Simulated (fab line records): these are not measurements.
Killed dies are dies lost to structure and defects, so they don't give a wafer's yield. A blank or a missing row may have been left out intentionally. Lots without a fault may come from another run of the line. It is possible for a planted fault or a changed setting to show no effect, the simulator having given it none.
One fault through the eyes of 2 desks    flow n5 finfet    each desk has only its own numbers; what lay behind them comes last

## DESK OF THE TOOL OWNER: ald metal-03
The tool's own readings at N5_HKMG_FIN_PWFM_ALD_03 (deposits TiN, target thk 2 nm, pulse time 1 s, purge time 3 s): means of the sampled wafers that have a number, for each lot that ran on this tool. The brackets show how far a lot's mean lies from the usual mean; more than 4 standard deviations puts the lot out of limits, marked OUT.
Columns: A = heater power w at N5_HKMG_FIN_PWFM_ALD_03, usual 877 W; B = precursor pulse height rel at N5_HKMG_FIN_PWFM_ALD_03, usual 1.001
lot   first seen here  A    B
L472  day 7 14:36      845  0.999
L475  day 8 04:57      822  0.998
This desk's finding: nothing out of limits on any of the 2 lots.

## METROLOGY DESK
What the gauges read, lot by lot, whatever tool the lot ran on: means of the sampled wafers that have a number. The brackets show how far a lot's mean lies from the usual mean; more than 4 standard deviations puts the lot out of limits, marked OUT.
Columns: A = HK_THK at N5_HKMG_FIN_THK_MEAS_70, usual 1.600 nm
lot   first seen here  A
L470  day 7 08:17      1.586
L472  day 7 14:34      1.587
L473  day 7 20:34      1.586
L475  day 8 04:55      1.597
L476  day 8 16:20      1.584
This desk's finding: nothing out of limits on any of the 5 lots.

## PUT TOGETHER
Nothing out of limits was seen by the tool owner's desk.
Metrology desk: nothing out of limits seen.

## WHAT THE SIMULATOR HAD INSERTED
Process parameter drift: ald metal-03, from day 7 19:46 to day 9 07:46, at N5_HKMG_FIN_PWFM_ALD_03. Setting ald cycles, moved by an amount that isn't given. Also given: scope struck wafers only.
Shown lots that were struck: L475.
